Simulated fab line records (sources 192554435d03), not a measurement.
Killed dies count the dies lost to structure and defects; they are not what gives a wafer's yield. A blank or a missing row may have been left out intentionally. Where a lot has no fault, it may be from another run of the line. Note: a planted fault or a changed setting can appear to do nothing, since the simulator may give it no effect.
Chamber matching :: flow n5Finfet :: aldMetal-02 running N5_BEOL_M7_ALD_77: 4 sister chambers
The step deposits TaN, target thk 2 nm, pulse time 2 s, purge time 3 s. 8 wafers are shown with their chamber, then 9 later ones without.

== WAFERS, EACH WITH ITS CHAMBER ==
wafer: L085.2
chamber: 2
heaterPowerW (W): 425
heaterPowerOuterW (W): 222

wafer: L085.6
chamber: 1
heaterPowerW (W): 359
heaterPowerOuterW (W): 202

wafer: L086.2
chamber: 0
heaterPowerW (W): 376
heaterPowerOuterW (W): 193

wafer: L086.3
chamber: 2
heaterPowerW (W): 432
heaterPowerOuterW (W): 224

wafer: L086.6
chamber: 0
heaterPowerW (W): 381
heaterPowerOuterW (W): 195

wafer: L087.2
chamber: 1
heaterPowerW (W): 348
heaterPowerOuterW (W): 206

wafer: L087.4
chamber: 3
heaterPowerW (W): 389
heaterPowerOuterW (W): 220

wafer: L087.6
chamber: 3
heaterPowerW (W): 392
heaterPowerOuterW (W): 216

== WAFERS MISSING THEIR CHAMBER ==
wafer: L093.4
heaterPowerW (W): 383
heaterPowerOuterW (W): 204

wafer: L093.5
heaterPowerW (W): 389
heaterPowerOuterW (W): 219

wafer: L093.6
heaterPowerW (W): 382
heaterPowerOuterW (W): 193

wafer: L094.1
heaterPowerW (W): 380
heaterPowerOuterW (W): 200

wafer: L094.4
heaterPowerW (W): 390
heaterPowerOuterW (W): 220

wafer: L094.6
heaterPowerW (W): 421
heaterPowerOuterW (W): 232

wafer: L092.1
heaterPowerW (W): 424
heaterPowerOuterW (W): 228

wafer: L092.3
heaterPowerW (W): 401
heaterPowerOuterW (W): 224

wafer: L092.4
heaterPowerW (W): 354
heaterPowerOuterW (W): 204

== THE CHAMBER EACH PASSED THROUGH ==
wafer: L093.4
from the rows above: can't be placed: 0 or 1 or 3
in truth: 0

wafer: L093.5
from the rows above: 3
in truth: 3

wafer: L093.6
from the rows above: 0
in truth: 0

wafer: L094.1
from the rows above: 0
in truth: 0

wafer: L094.4
from the rows above: 3
in truth: 3

wafer: L094.6
from the rows above: 2
in truth: 2

wafer: L092.1
from the rows above: 2
in truth: 2

wafer: L092.3
from the rows above: 3
in truth: 3

wafer: L092.4
from the rows above: 1
in truth: 1
Placed correctly: 8 of 9. These rows do not allow placing 1 (true chamber among the candidates in 1). Wrongly placed: 0.
How it was worked out, from the rows above alone: a wafer's distance from a chamber is the root of the sum, over the readings, of the square of ((its reading less the chamber's mean) divided by the reading's scatter). The wafer belongs to the nearest chamber; if the next one is less than 2 further off, it can't be placed. For every chamber, the mean is computed from those of its wafers that are shown. The scatter is the square root of a quotient: the sum, over the shown wafers, of each reading's squared deviation from its chamber's mean, divided by wafers minus chambers.
